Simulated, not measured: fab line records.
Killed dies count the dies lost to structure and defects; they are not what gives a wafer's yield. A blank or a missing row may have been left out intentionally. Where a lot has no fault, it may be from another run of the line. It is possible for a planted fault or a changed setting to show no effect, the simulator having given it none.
fab line records	flow nandHarc	part 1 of 2: steps 1 to 26 of 34
record lots=5	wafers=15	lastDay=33
route steps=1302 shown A_M0@1151 A_M1@1169
lots untouched by any fault: they come from a run of this same line in which no faults occurred
startH: hours from the record's opening day to when the first of the lot's shown wafers began	waitH: how many hours have passed since the lot's step before this one	" the same as in the row above	L1.1+2: several wafers, shown together as one row	- either no value or no given start	* or withheld: withheld	< > ~ a bound
route shown NAME@n: a module of which the file shows steps, and the number in the route of the first	usual: average and standard deviation across the fault-free wafers	same: alike in all rows	chamber/n: place in a boat	sites: the reading at each site	_std_site: standard deviation across them	_edge_site: outer sites' mean less inner sites'	radiusMm: for every site, how far away it sits from the centre of the wafer	mask NAME#n: copy n	behind: the tool/chamber that last shaped the wafer	hold: cause of the lot's hold/its duration in hours/its outcome	device: the transistor (n, p or np) that didn't switch	end of line: tests of these same wafers at the route's end	a step given without rows: its recipe and nothing more	killed: at the first sort, the dies lost to defects and structure; wafer yield is something else	map: shows each die of a wafer: x if killed, . if not, _ if none is there
set.NAME: the run value of the setting; set.NAME@STEP: its run value at that earlier step	model.NAME: the simulator's own value behind a step, which no gauge read
lots seen at some steps along the route; tables by step, rows by wafer
services: the hour from which a tool's chamber was out of use, counted from the record's first day as startH (under 0 if before that day), plus the number of hours and why
## steps
# step NHARC_A_M0_ETCH_34
# recipe targetDepthA=400	overetchA=120	timeS=43.94	ionEnergyEv=200	n2FlowSccm=150	h2FlowSccm=150	arFlowSccm=0	rfW=400	biasW=150	chemistry=N2/H2
# usual drypumpMotorCurrentA=5.79/0.29	oesProductAu=0.998/0.011	rfVppV=430.7/2.6	showerheadPlenumPTorr=2.05/0.09	throttleValvePct=14.172/0.0088
# same timeS=43.94
lot.wafer	tool	chamber	startH	waitH	drypumpMotorCurrentA	oesProductAu	rfHoursCounterH	rfVppV	showerheadPlenumPTorr	throttleValvePct
L075.2	rieDiel-07	3	539.39	0.1	5.87	1.001	3	427.1	1.89	14.162
L075.4	"	0	"	"	5.69	1.010	2	426.8	1.90	14.179
L075.5	"	1	"	"	5.34	0.983	-	433.0	2.07	14.194
L077.4	rieDiel-13	1	545.32	0.1	6.02	1.003	0	428.0	1.96	14.171
L077.2	"	2	"	"	6.16	1.005	0	432.8	2.17	14.181
L077.6	"	2	"	"	6.19	1.000	-	433.9	2.17	14.162
L081.2	rieDiel-13	3	590.70	0.1	5.62	1.004	4	430.8	2.06	14.173
L081.1	"	0	"	"	6.21	0.985	4	430.4	2.07	14.173
L081.5	"	2	"	"	6.14	1.004	-	434.0	2.17	14.172
L083.4	rieDiel-07	0	642.63	0.1	5.67	1.009	8	425.6	1.90	14.179
L083.6	"	3	"	"	5.88	1.003	-	425.8	1.89	14.166
L083.5	"	0	"	"	5.68	0.998	-	427.4	1.90	14.174
L096.2	rieDiel-04	0	740.21	0.1	6.17	1.004	1	432.7	2.16	14.184
L096.4	"	2	"	"	5.34	1.008	1	432.0	2.09	14.168
L096.5	"	3	"	"	5.76	1.007	-	430.4	2.02	14.178
# step NHARC_A_M0_ETCH_15
# recipe targetDepthA=1500	overetchA=150	timeS=82.5	c4f8FlowSccm=withheld	arFlowSccm=400	rfW=600	biasW=300	chemistry=C4F8/Ar
# usual oesProductAu=0.953/0.02	rfVppV=440.9/2.7
# same timeS=82.5
lot.wafer	tool	chamber	startH	waitH	oesProductAu	rfHoursCounterH	rfVppV
L075.4	rieDiel-07	0	-	-	0.955	2	436.7
L075.2	"	2	"	"	0.964	4	444.4
L075.5	"	0	"	"	0.953	-	437.6
L077.2	rieDiel-13	0	-	-	0.962	0	440.8
L077.4	"	1	"	"	0.965	0	440.3
L077.6	"	0	"	"	0.958	-	441.6
L081.1	rieDiel-13	0	-	-	0.952	4	442.1
L081.2	"	2	"	"	0.962	5	445.6
L081.5	"	0	"	"	0.958	-	440.4
L083.4	rieDiel-07	0	-	-	0.963	9	437.5
L083.6	"	1	"	"	0.950	-	441.2
L083.5	"	2	"	"	0.955	-	442.4
L096.2	rieDiel-04	0	-	-	0.952	1	443.1
L096.4	"	3	"	"	0.964	1	439.4
L096.5	"	1	"	"	0.961	-	443.6
# step NHARC_A_M0_CD_MEAS_16
# usual cdNm=79.6/0.78
lot.wafer	tool	chamber	startH	waitH	cdNm
L075.2	cdSem-01	-	539.59	-	78.6
L075.4	"	-	"	"	80.3
L075.5	"	-	"	"	81.1
L077.2	cdSem-01	-	545.53	-	79.3
L077.4	"	-	"	"	78.8
L077.6	"	-	"	"	78.7
L081.1	cdSem-03	-	590.94	-	78.8
L081.2	"	-	"	"	80.2
L081.5	"	-	"	"	79.2
L083.4	cdSem-03	-	642.85	-	79.4
L083.5	"	-	"	"	79.7
L083.6	"	-	"	"	79.1
L096.2	cdSem-01	-	740.42	-	80.4
L096.4	"	-	"	"	79.5
L096.5	"	-	"	"	79.3
# step NHARC_A_M0_STRIP_18
# recipe powerW=1000	n2FlowSccm=150	h2FlowSccm=150	arFlowSccm=0	biasW=0	chemistry=N2/H2
# usual drypumpMotorCurrentA=5.84/0.3	oesProductAu=0.999/0.011	rfVppV=90.9/0.94	showerheadPlenumPTorr=2.06/0.079	throttleValvePct=14.173/0.0086
lot.wafer	tool	chamber	startH	waitH	drypumpMotorCurrentA	oesProductAu	rfHoursCounterH	rfVppV	showerheadPlenumPTorr	throttleValvePct
L075.4	rieDiel-13	2	539.72	0.1	6.18	0.999	0	92.4	2.17	14.177
L075.2	"	3	"	"	5.64	0.982	0	91.5	2.06	14.168
L075.5	"	1	"	"	6.04	0.983	-	90.7	1.96	14.183
L077.4	rieDiel-04	3	545.66	0.1	5.78	0.999	0	91.3	2.02	14.163
L077.2	"	0	"	"	6.13	0.997	0	91.0	2.17	14.159
L077.6	"	2	"	"	5.33	0.996	-	92.2	2.09	14.177
L081.2	rieDiel-04	0	591.02	0.1	6.15	0.995	4	91.7	2.16	14.154
L081.1	"	1	"	"	5.54	0.992	5	91.4	2.11	14.188
L081.5	"	1	"	"	5.55	0.997	-	91.5	2.11	14.165
L083.4	rieDiel-13	2	642.99	0.1	6.20	1.012	8	92.7	2.17	14.163
L083.6	"	3	"	"	5.62	1.004	-	90.9	2.06	14.145
L083.5	"	0	"	"	6.21	0.998	-	91.8	2.06	14.175
L096.4	rieDiel-07	3	740.54	0.1	5.86	0.981	4	91.1	1.89	14.179
L096.2	"	0	"	"	5.67	0.996	4	90.1	1.90	14.187
L096.5	"	2	"	"	5.69	0.988	-	91.6	2.08	14.175
# step NHARC_A_M0_STRIP_19
# recipe timeS=600	tempC=30	chemistry=postEtchResidueRemover
# same timeS=600
lot.wafer	tool	chamber	startH	waitH
L075.5+2+4	wetBench-07	5,6,0	539.94	-
L077.4+2+6	wetBench-09	2,4,5	545.89	-
L081.1+2+5	wetBench-03	0,1,3	591.30	-
L083.4+5+6	wetBench-07	4,5,0	643.20	-
L096.2+5+4	wetBench-07	6,7,0	740.80	-
# step NHARC_A_M0_DEGAS_28
# recipe tempC=250	timeS=60
# usual heaterPowerW=344/33
# same timeS=60
lot.wafer	tool	chamber	startH	waitH	heaterPowerW
L075.2	pvdSputter-02	-	540.22	-	386
L075.4	"	-	"	"	342
L075.5	"	-	"	"	326
L077.4	pvdSputter-01	-	546.15	-	333
L077.2	"	-	"	"	366
L077.6	"	-	"	"	329
L081.1	pvdSputter-02	-	591.58	-	386
L081.2	"	-	"	"	399
L081.5	"	-	"	"	351
L083.4	pvdSputter-03	-	643.48	-	300
L083.6	"	-	"	"	330
L083.5	"	-	"	"	354
L096.2	pvdSputter-01	-	741.08	-	339
L096.4	"	-	"	"	365
L096.5	"	-	"	"	364
# step NHARC_A_M0_PRE_CLEAN_29
# recipe timeS=30	tempC=280	gas=H2/He
# usual heaterPowerW=427/42
# same timeS=30
lot.wafer	tool	chamber	startH	waitH	heaterPowerW
L075.2	pvdSputter-02	-	-	-	390
L075.4	"	-	"	"	427
L075.5	"	-	"	"	480
L077.4	pvdSputter-01	-	-	-	383
L077.2	"	-	"	"	448
L077.6	"	-	"	"	378
L081.1	pvdSputter-02	-	-	-	395
L081.2	"	-	"	"	477
L081.5	"	-	"	"	422
L083.4	pvdSputter-03	-	-	-	363
L083.5	"	-	"	"	391
L083.6	"	-	"	"	367
L096.2	pvdSputter-01	-	-	-	481
L096.4	"	-	"	"	445
L096.5	"	-	"	"	472
# step NHARC_A_M0_PVD_20
# recipe targetThkA=50	biasV=168.6	powerW=15000	chamberPressurePa=0.12	timeS=8.06	substrateTempC=50	material=TaN
# usual throttleValvePct=30.3/1.2
# same timeS=8.06
lot.wafer	tool	chamber	startH	waitH	throttleValvePct
L075.4	pvdSputter-02	-	-	-	30.0
L075.2	"	-	"	"	32.4
L075.5	"	-	"	"	29.8
L077.2	pvdSputter-01	-	-	-	30.0
L077.4	"	-	"	"	30.0
L077.6	"	-	"	"	30.2
L081.2	pvdSputter-02	-	-	-	30.3
L081.1	"	-	"	"	30.0
L081.5	"	-	"	"	29.8
L083.4	pvdSputter-03	-	-	-	30.4
L083.5	"	-	"	"	26.9
L083.6	"	-	"	"	31.3
L096.2	pvdSputter-01	-	-	-	30.2
L096.4	"	-	"	"	30.6
L096.5	"	-	"	"	30.6
# step NHARC_A_M0_PVD_21
# recipe targetThkA=300	chamberPressurePa=5	powerW=5000	substrateTempC=30	timeS=20.49	material=Cu
# usual throttleValvePct=30.3/1.3
# same timeS=20.49
lot.wafer	tool	chamber	startH	waitH	throttleValvePct
L075.2	pvdSputter-02	-	-	-	30.9
L075.4	"	-	"	"	32.6
L075.5	"	-	"	"	31.2
L077.2	pvdSputter-01	-	-	-	30.0
L077.4	"	-	"	"	31.2
L077.6	"	-	"	"	30.5
L081.2	pvdSputter-02	-	-	-	29.8
L081.1	"	-	"	"	32.6
L081.5	"	-	"	"	30.0
L083.4	pvdSputter-03	-	-	-	26.9
L083.6	"	-	"	"	30.1
L083.5	"	-	"	"	26.8
L096.2	pvdSputter-01	-	-	-	29.8
L096.4	"	-	"	"	30.7
L096.5	"	-	"	"	30.2
# step NHARC_A_M0_ECD_22
# recipe targetThkA=4000	bathTempC=25	material=Cu
# usual bathTempC=24.99/0.11
lot.wafer	tool	chamber	startH	waitH	bathTempC
L075.2	ecdCu-02	1	540.62	-	24.96
L075.4	"	0	"	"	24.95
L075.5	"	0	"	"	24.97
L077.2	ecdCu-01	1	546.56	-	24.90
L077.4	"	1	"	"	24.85
L077.6	"	0	"	"	24.92
L081.1	ecdCu-02	0	591.93	-	24.87
L081.2	"	1	"	"	24.99
L081.5	"	1	"	"	25.06
L083.4	ecdCu-01	0	643.93	-	24.88
L083.6	"	0	"	"	25.05
L083.5	"	1	"	"	24.93
L096.2	ecdCu-02	1	741.69	-	25.24
L096.4	"	0	"	"	25.06
L096.5	"	1	"	"	25.09
# step NHARC_A_M0_ANNEAL_30
# recipe tempC=225	timeS=90
# usual wafer_temp_C_max=226.1/0.39
# same timeS=90
lot.wafer	tool	chamber	startH	waitH	wafer_temp_C_max
L075.2	rtpAnneal-01	0	541.00	0.3	225.8
L075.4	"	0	"	"	225.7
L075.5	"	0	"	"	225.5
L077.2	rtpAnneal-01	0	546.94	0.3	225.7
L077.4	"	0	"	"	225.7
L077.6	"	0	"	"	225.7
L081.1	rtpAnneal-01	0	592.31	-	226.0
L081.2	"	0	"	"	225.8
L081.5	"	0	"	"	225.7
L083.4	rtpAnneal-01	0	644.40	0.4	226.1
L083.5	"	0	"	"	226.0
L083.6	"	0	"	"	225.9
L096.2	rtpAnneal-01	0	742.07	-	225.7
L096.4	"	0	"	"	225.5
L096.5	"	0	"	"	225.7
# step NHARC_A_M0_CMP_23
# recipe tOverpolishS=20	targetThkNm=113.75
# usual motorCurrentA=12.0/0.98	timeToEndpointS=29.3/2.5
lot.wafer	tool	chamber	startH	waitH	motorCurrentA	timeToEndpointS
L075.2	cmp-03	1	541.35	-	13.2	27.5
L075.4	"	2	"	"	11.0	27.8
L075.5	"	3	"	"	11.6	26.7
L077.2	cmp-03	2	547.29	-	11.1	32.6
L077.4	"	3	"	"	12.6	30.9
L077.6	"	1	"	"	13.0	30.8
L081.1	cmp-02	1	592.68	-	13.1	29.1
L081.2	"	3	"	"	11.7	31.6
L081.5	"	0	"	"	10.9	30.6
L083.4	cmp-03	1	644.61	-	12.9	35.3
L083.5	"	1	"	"	12.3	31.2
L083.6	"	2	"	"	10.8	31.3
L096.4	cmp-04	1	742.39	-	12.6	29.3
L096.2	"	2	"	"	12.1	23.5
L096.5	"	1	"	"	11.9	28.0
# step NHARC_A_M0_THK_MEAS_24
# recipe thkMeasGauge=xrf
# usual thkNm=113.6/1.6
lot.wafer	tool	chamber	startH	waitH	thkNm
L075.2	filmMetro-01	-	541.61	-	114.2
L075.4	"	-	"	"	117.8
L075.5	"	-	"	"	111.1
L077.2	filmMetro-01	-	547.55	-	114.5
L077.4	"	-	"	"	113.3
L077.6	"	-	"	"	112.5
L081.1	filmMetro-02	-	592.97	-	113.0
L081.2	"	-	"	"	112.2
L081.5	"	-	"	"	114.6
L083.4	filmMetro-02	-	644.93	-	115.0
L083.5	"	-	"	"	111.8
L083.6	"	-	"	"	115.5
L096.2	filmMetro-02	-	742.68	-	111.3
L096.4	"	-	"	"	115.0
L096.5	"	-	"	"	112.5
# step NHARC_A_M0_SRD_25
lot.wafer	tool	chamber	startH	waitH
L075.2+5+4	wetBench-08	5,0,2	541.65	0.0
L077.6+4+2	wetBench-08	7,0,2	547.60	0.0
L081.2+5+1	wetBench-10	1,5,6	593.01	0.0
L083.5+6+4	wetBench-08	1,2,3	644.97	0.0
L096.4+2+5	wetBench-08	4,5,7	742.72	0.0
# step NHARC_A_M0_INSPECT_27
# usual rawDefectCount=491/110
lot.wafer	tool	chamber	startH	waitH	rawDefectCount
L075.2	defectInspect-01	-	541.76	0.0	557
L075.4	"	-	"	"	474
L075.5	"	-	"	"	633
L077.2	defectInspect-01	-	547.70	0.0	489
L077.4	"	-	"	"	531
L077.6	"	-	"	"	538
L081.1	defectInspect-02	-	593.12	0.0	396
L081.2	"	-	"	"	475
L081.5	"	-	"	"	550
L083.4	defectInspect-01	-	645.09	0.0	581
L083.5	"	-	"	"	403
L083.6	"	-	"	"	604
L096.2	defectInspect-02	-	742.83	0.0	378
L096.4	"	-	"	"	647
L096.5	"	-	"	"	464
# step NHARC_A_M0_PRE_CLEAN_31
# recipe timeS=12	tempC=370	rfPowerW=300	gas=NH3
# usual heaterPowerW=696/100
# same timeS=12
lot.wafer	tool	chamber	startH	waitH	heaterPowerW
L075.2	pecvd-03	2	541.83	0.1	540
L075.5	"	2	"	"	545
L075.4	"	0	"	"	683
L077.2	pecvd-01	2	547.80	0.1	509
L077.6	"	1	"	"	793
L077.4	"	2	"	"	499
L081.2	pecvd-01	2	593.19	0.1	584
L081.1	"	0	"	"	687
L081.5	"	0	"	"	697
L083.5	pecvd-03	0	645.19	0.1	775
L083.4	"	1	"	"	722
L083.6	"	2	"	"	604
L096.2	pecvd-01	2	742.93	0.1	634
L096.4	"	0	"	"	795
L096.5	"	2	"	"	642
# step NHARC_A_M0_DEP_32
# recipe targetThkA=300	tempC=370	targetThkNm=30	pressureTorr=3	flowSccm=200	rfW=450	material=SiCN
# usual heaterPowerW=639/100
lot.wafer	tool	chamber	startH	waitH	heaterPowerW
L075.2	pecvd-03	2	541.91	0.1	542
L075.5	"	2	"	"	543
L075.4	"	0	"	"	680
L077.2	pecvd-01	2	547.94	0.1	521
L077.6	"	1	"	"	696
L077.4	"	2	"	"	553
L081.2	pecvd-01	2	593.27	0.1	498
L081.1	"	0	"	"	655
L081.5	"	0	"	"	618
L083.5	pecvd-03	0	645.36	0.2	625
L083.4	"	1	"	"	579
L083.6	"	2	"	"	536
L096.2	pecvd-01	2	743.07	0.1	526
L096.4	"	0	"	"	728
L096.5	"	2	"	"	515
# step NHARC_A_M1_DEP_00
# recipe targetThkA=1825	targetThkNm=182.5	tempC=withheld	pressureTorr=5	flowSccm=200	rfW=600	material=SiOC
lot.wafer	tool	chamber	startH	waitH
L075.2+4+5	pecvd-02	0,1,0	542.41	-
L077.2+6+4	pecvd-01	2,1,2	-	-
L081.2+1+5	pecvd-03	0,2,1	593.68	-
L083.6+4+5	pecvd-02	1,2,0	645.76	-
L096.2+5+4	pecvd-03	1,2,1	743.51	-
# step NHARC_A_M1_DEHYDRATE_01
# recipe tempC=150	timeS=120
# usual chillPlateTempC=23.01/0.11
# same timeS=120
lot.wafer	tool	chamber	startH	waitH	chillPlateTempC
L075.2	lithoTrack-01	0	542.72	-	23.08
L075.4	"	0	"	"	23.26
L075.5	"	0	"	"	23.00
L077.2	lithoTrack-06	0	548.67	-	23.16
L077.4	"	0	"	"	23.15
L077.6	"	0	"	"	23.09
L081.1	lithoTrack-04	0	594.09	-	22.83
L081.2	"	0	"	"	22.90
L081.5	"	0	"	"	22.72
L083.4	lithoTrack-06	0	646.03	-	23.01
L083.5	"	0	"	"	23.12
L083.6	"	0	"	"	22.94
L096.2	lithoTrack-04	0	743.83	-	23.06
L096.4	"	0	"	"	22.97
L096.5	"	0	"	"	22.96
# step NHARC_A_M1_HMDS_02
# recipe timeS=30
# usual chillPlateTempC=23.01/0.11
# same timeS=30
lot.wafer	tool	chamber	startH	waitH	chillPlateTempC
L075.2	lithoTrack-01	0	-	-	23.19
L075.4	"	0	"	"	23.08
L075.5	"	0	"	"	23.07
L077.2	lithoTrack-06	0	-	-	23.04
L077.4	"	0	"	"	22.98
L077.6	"	0	"	"	23.04
L081.1	lithoTrack-04	0	-	-	23.04
L081.2	"	0	"	"	22.98
L081.5	"	0	"	"	23.03
L083.4	lithoTrack-06	0	-	-	22.97
L083.5	"	0	"	"	22.97
L083.6	"	0	"	"	22.89
L096.2	lithoTrack-04	0	-	-	22.91
L096.4	"	0	"	"	22.86
L096.5	"	0	"	"	23.12
# step NHARC_A_M1_COAT_34
# recipe tempC=200	timeS=65
# usual chillPlateTempC=23.00/0.11
# same timeS=65
lot.wafer	tool	chamber	startH	waitH	chillPlateTempC
L075.2	lithoTrack-01	0	-	-	22.95
L075.4	"	0	"	"	22.90
L075.5	"	0	"	"	23.05
L077.2	lithoTrack-06	0	-	-	23.07
L077.4	"	0	"	"	23.03
L077.6	"	0	"	"	23.10
L081.1	lithoTrack-04	0	-	-	23.21
L081.2	"	0	"	"	22.96
L081.5	"	0	"	"	23.00
L083.4	lithoTrack-06	0	-	-	23.03
L083.5	"	0	"	"	23.01
L083.6	"	0	"	"	23.00
L096.2	lithoTrack-04	0	-	-	22.90
L096.4	"	0	"	"	23.00
L096.5	"	0	"	"	23.01
# step NHARC_A_M1_COAT_03
# recipe spinRpm=1500	resistThkNm=90
# usual chillPlateTempC=23.00/0.11	spinSpeedRpm=1499.9/0.84
lot.wafer	tool	chamber	startH	waitH	chillPlateTempC	spinSpeedRpm
L075.2	lithoTrack-01	0	-	-	22.86	1500.4
L075.4	"	0	"	"	22.86	1499.9
L075.5	"	0	"	"	22.89	1499.8
L077.2	lithoTrack-06	0	-	-	23.08	1499.3
L077.4	"	0	"	"	22.91	1499.4
L077.6	"	0	"	"	22.96	1499.7
L081.1	lithoTrack-04	0	-	-	23.05	1499.3
L081.2	"	0	"	"	23.04	1498.6
L081.5	"	0	"	"	22.99	1499.3
L083.4	lithoTrack-06	0	-	-	22.90	1500.5
L083.5	"	0	"	"	22.87	1499.8
L083.6	"	0	"	"	23.02	1501.3
L096.2	lithoTrack-04	0	-	-	22.97	1500.9
L096.4	"	0	"	"	22.88	1500.8
L096.5	"	0	"	"	22.91	1500.9
# step NHARC_A_M1_SOFTBAKE_04
# recipe tempC=105	timeS=55
# usual chillPlateTempC=23.00/0.1
# same timeS=55
lot.wafer	tool	chamber	startH	waitH	chillPlateTempC
L075.2	lithoTrack-01	0	-	-	22.97
L075.4	"	0	"	"	22.97
L075.5	"	0	"	"	22.89
L077.2	lithoTrack-06	0	-	-	22.97
L077.4	"	0	"	"	22.91
L077.6	"	0	"	"	23.09
L081.1	lithoTrack-04	0	-	-	22.83
L081.2	"	0	"	"	22.95
L081.5	"	0	"	"	22.85
L083.4	lithoTrack-06	0	-	-	23.22
L083.5	"	0	"	"	23.05
L083.6	"	0	"	"	23.10
L096.2	lithoTrack-04	0	-	-	23.05
L096.4	"	0	"	"	23.00
L096.5	"	0	"	"	22.86
# step NHARC_A_M1_EBR_05
# usual chillPlateTempC=23.00/0.1
lot.wafer	tool	chamber	startH	waitH	chillPlateTempC
L075.2	lithoTrack-01	0	-	-	22.97
L075.4	"	0	"	"	22.78
L075.5	"	0	"	"	22.77
L077.2	lithoTrack-06	0	-	-	22.89
L077.4	"	0	"	"	22.93
L077.6	"	0	"	"	22.88
L081.1	lithoTrack-04	0	-	-	22.94
L081.2	"	0	"	"	22.95
L081.5	"	0	"	"	23.00
L083.4	lithoTrack-06	0	-	-	22.95
L083.5	"	0	"	"	22.93
L083.6	"	0	"	"	22.94
L096.2	lithoTrack-04	0	-	-	23.10
L096.4	"	0	"	"	23.07
L096.5	"	0	"	"	23.05
# step NHARC_A_M1_EXPOSE_06
# recipe na=1.35	targetCdNm=120	doseMj=75.13	maskId=A_M1
lot.wafer	tool	chamber	startH	waitH	mask
L075.2+4+5	arfiScanner-02	0	543.02	-	A_M1#0
L077.2+4+6	arfiScanner-01	0	548.97	-	A_M1#0
L081.1+2+5	arfiScanner-02	0	594.26	-	A_M1#0
L083.4+5+6	arfiScanner-03	0	646.34	-	A_M1#0
L096.2+4+5	arfiScanner-01	0	744.00	-	A_M1#0
# step NHARC_A_M1_PEB_07
# recipe pebTempC=100	pebTimeS=65
# usual chillPlateTempC=23.02/0.11
lot.wafer	tool	chamber	startH	waitH	chillPlateTempC
L075.2	lithoTrack-01	0	543.07	0.1	23.02
L075.4	"	0	"	"	22.86
L075.5	"	0	"	"	22.97
L077.2	lithoTrack-06	0	549.02	0.1	23.03
L077.4	"	0	"	"	22.93
L077.6	"	0	"	"	22.79
L081.1	lithoTrack-01	0	594.32	0.1	22.95
L081.2	"	0	"	"	23.08
L081.5	"	0	"	"	22.92
L083.4	lithoTrack-04	0	646.39	0.0	22.99
L083.5	"	0	"	"	22.89
L083.6	"	0	"	"	22.90
L096.2	lithoTrack-06	0	744.05	0.1	23.11
L096.4	"	0	"	"	22.87
L096.5	"	0	"	"	23.08
